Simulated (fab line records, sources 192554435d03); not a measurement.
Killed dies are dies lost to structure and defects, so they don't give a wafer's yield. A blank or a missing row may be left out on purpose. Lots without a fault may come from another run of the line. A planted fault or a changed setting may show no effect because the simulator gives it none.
Chamber matching | flow n5_finfet | N5_BEOL_M0_SAQP_ETCH_83 on rie_diel-03: 4 sister chambers
The step etches SiARC in CF4, target depth 39 nm, time 65 s. 8 wafers are shown with their chamber, then 9 later ones without.

WAFERS WITH THEIR CHAMBER
wafer  | chamber | showerhead_plenum_p_Torr (Torr) | throttle_valve_pct (%)
L078.3 | 1       | 2.02                            | 16.01
L079.4 | 1       | 2.01                            | 16.01
L079.6 | 0       | 2.14                            | 15.68
L083.2 | 0       | 2.14                            | 15.69
L083.5 | 3       | 2.13                            | 15.99
L085.2 | 2       | 2.14                            | 15.90
L085.3 | 3       | 2.13                            | 15.99
L085.6 | 2       | 2.14                            | 15.90

WAFERS WITHOUT THEIR CHAMBER
wafer  | showerhead_plenum_p_Torr (Torr) | throttle_valve_pct (%)
L090.2 | 2.13                            | 16.02
L090.3 | 2.13                            | 15.73
L090.4 | 2.26                            | 15.55
L091.3 | 2.13                            | 15.72
L091.4 | 2.13                            | 15.90
L091.6 | 2.26                            | 15.56
L093.1 | 2.13                            | 15.92
L093.2 | 2.26                            | 15.56
L093.4 | 2.13                            | 16.04

WHICH CHAMBER EACH WENT THROUGH
wafer  | from the rows above | in truth
L090.2 | 3                   | 3
L090.3 | 0                   | 0
L090.4 | 0                   | 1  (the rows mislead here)
L091.3 | 0                   | 0
L091.4 | 2                   | 2
L091.6 | 0                   | 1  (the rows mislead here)
L093.1 | 2                   | 2
L093.2 | 0                   | 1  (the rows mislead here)
L093.4 | 3                   | 3
Placed correctly: 6 of 9. Can't be placed from these rows: 0. Placed wrongly: 3.
How it was worked out, from the rows above alone: a wafer's distance from a chamber is the root of the sum, over the readings, of the square of ((its reading less the chamber's mean) divided by the reading's scatter). The wafer belongs to the nearest chamber; if the next one is less than 2 further off, it can't be placed. A chamber's mean is the mean of its shown wafers. The scatter: the root of (the sum of the squares of (reading less its chamber's mean) over the shown wafers, divided by (wafers less chambers)).
